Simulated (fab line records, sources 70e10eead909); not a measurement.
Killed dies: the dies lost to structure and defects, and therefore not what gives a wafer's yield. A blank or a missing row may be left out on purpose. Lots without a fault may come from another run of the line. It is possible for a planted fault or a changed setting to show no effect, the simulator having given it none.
Chamber matching + flow nand_harc + NHARC_P_ZERO_WELL_DESCUM_13 on rie_diel-10 has 4 sister chambers
The step chemistry O2, time 3 s. 8 wafers are shown with their chamber, then 7 later ones without.

## WAFERS PAIRED WITH THEIR CHAMBERS
| wafer  | chamber | showerhead_plenum_p_Torr (Torr) | drypump_motor_current_A (A) |
|--------|---------|---------------------------------|-----------------------------|
| L078.1 | 1       | 1.86                            | 6.4                         |
| L084.3 | 2       | 1.79                            | 6.1                         |
| L084.5 | 1       | 1.85                            | 6.5                         |
| L085.2 | 3       | 1.96                            | 4.7                         |
| L085.3 | 0       | 1.95                            | 5.5                         |
| L085.5 | 3       | 1.96                            | 4.6                         |
| L089.2 | 2       | 1.78                            | 6.2                         |
| L089.3 | 0       | 1.95                            | 5.5                         |

## WAFERS WITH NO CHAMBER GIVEN
| wafer  | showerhead_plenum_p_Torr (Torr) | drypump_motor_current_A (A) |
|--------|---------------------------------|-----------------------------|
| L089.4 | 1.85                            | 6.4                         |
| L093.1 | 1.95                            | 4.6                         |
| L093.5 | 1.95                            | 4.6                         |
| L093.6 | 1.94                            | 5.5                         |
| L094.2 | 1.94                            | 5.6                         |
| L094.3 | 1.78                            | 6.1                         |
| L094.5 | 1.95                            | 4.6                         |

## EACH ONE'S CHAMBER
| wafer  | from the rows above | in truth |
|--------|---------------------|----------|
| L089.4 | 1                   | 1        |
| L093.1 | 3                   | 3        |
| L093.5 | 3                   | 3        |
| L093.6 | 0                   | 0        |
| L094.2 | 0                   | 0        |
| L094.3 | 2                   | 2        |
| L094.5 | 3                   | 3        |
Correct placement for 7 of the 7. From these rows, 0 cannot be placed. Placed wrongly: 0.
How it was worked out, from the rows above alone: a wafer's distance from a chamber is the root of the sum, over the readings, of the square of ((its reading less the chamber's mean) divided by the reading's scatter). If the next closest chamber is less than 2 further off than the closest, the wafer can't be placed; otherwise it belongs to the closest. Each chamber's mean is taken over the wafers shown for it. The scatter: the root of (the sum of the squares of (reading less its chamber's mean) over the shown wafers, divided by (wafers less chambers)).
